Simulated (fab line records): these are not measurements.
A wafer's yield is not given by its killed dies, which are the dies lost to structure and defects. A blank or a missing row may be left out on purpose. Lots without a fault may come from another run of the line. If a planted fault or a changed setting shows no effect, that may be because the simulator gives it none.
Chamber matching	flow nandHarc	NHARC_A_STAIRCASE_DESCUM_186 on rieDiel-03 has 4 sister chambers
The step chemistry O2, time 3 s. 16 wafers are shown with their chamber, then 8 later ones without.

== WAFERS WITH THEIR CHAMBER ==
wafer	chamber	showerheadPlenumPTorr (Torr)	drypumpMotorCurrentA (A)	oesProductAu (a.u.)
L485.2	1	1.95	5.6	1.018
L485.4	3	1.85	5.8	0.996
L485.6	1	1.95	5.6	1.015
L490.1	2	1.95	6.1	1.011
L490.3	3	1.84	5.9	0.989
L490.4	0	1.83	6.1	1.001
L497.1	0	1.83	6.1	0.996
L497.2	3	1.84	5.8	0.996
L497.6	2	1.95	6.1	1.003
L495.1	3	1.84	5.9	0.996
L495.3	1	1.94	5.6	1.000
L495.4	0	1.83	6.1	0.983
L496.3	3	1.84	5.9	0.975
L496.4	2	1.94	6.0	0.999
L496.6	0	1.83	6.1	0.983
L501.1	1	1.94	5.6	1.013

SIGNATURES (means of the wafers above)
reading	chamber 0	chamber 1	chamber 2	chamber 3	scatter within a chamber
showerheadPlenumPTorr	1.8300	1.9450	1.9467	1.8420	0.00453
drypumpMotorCurrentA	6.100	5.600	6.067	5.860	0.0394
oesProductAu	0.99075	1.01150	1.00433	0.99040	0.00841
Rule: distance of a wafer from a chamber = root of the sum over the readings of ((wafer's reading minus chamber's mean) / reading's scatter) squared. The wafer belongs to the nearest chamber; if the next one is less than 2 further off, it can't be placed. How the scatter is found: for the shown wafers, subtract from each reading the mean of its chamber, square and add these, divide the total by (wafers less chambers), then take the root.

== WAFERS WITHOUT THEIR CHAMBER ==
wafer	showerheadPlenumPTorr (Torr)	drypumpMotorCurrentA (A)	oesProductAu (a.u.)
L501.5	1.82	6.1	0.998
L501.6	1.83	5.8	0.998
L502.1	1.83	5.8	0.985
L502.4	1.94	5.6	1.009
L502.6	1.94	6.0	0.992
L505.1	1.83	5.9	0.999
L505.4	1.82	6.1	0.991
L505.6	1.83	5.9	0.991

== WHICH CHAMBER EACH WENT THROUGH ==
wafer	from the rows above	in truth
L501.5	0	0
L501.6	3	3
L502.1	3	3
L502.4	1	1
L502.6	2	2
L505.1	3	3
L505.4	0	0
L505.6	3	3
Correctly placed: 8 of 8. Number that these rows cannot place: 0. Number placed wrongly: 0.
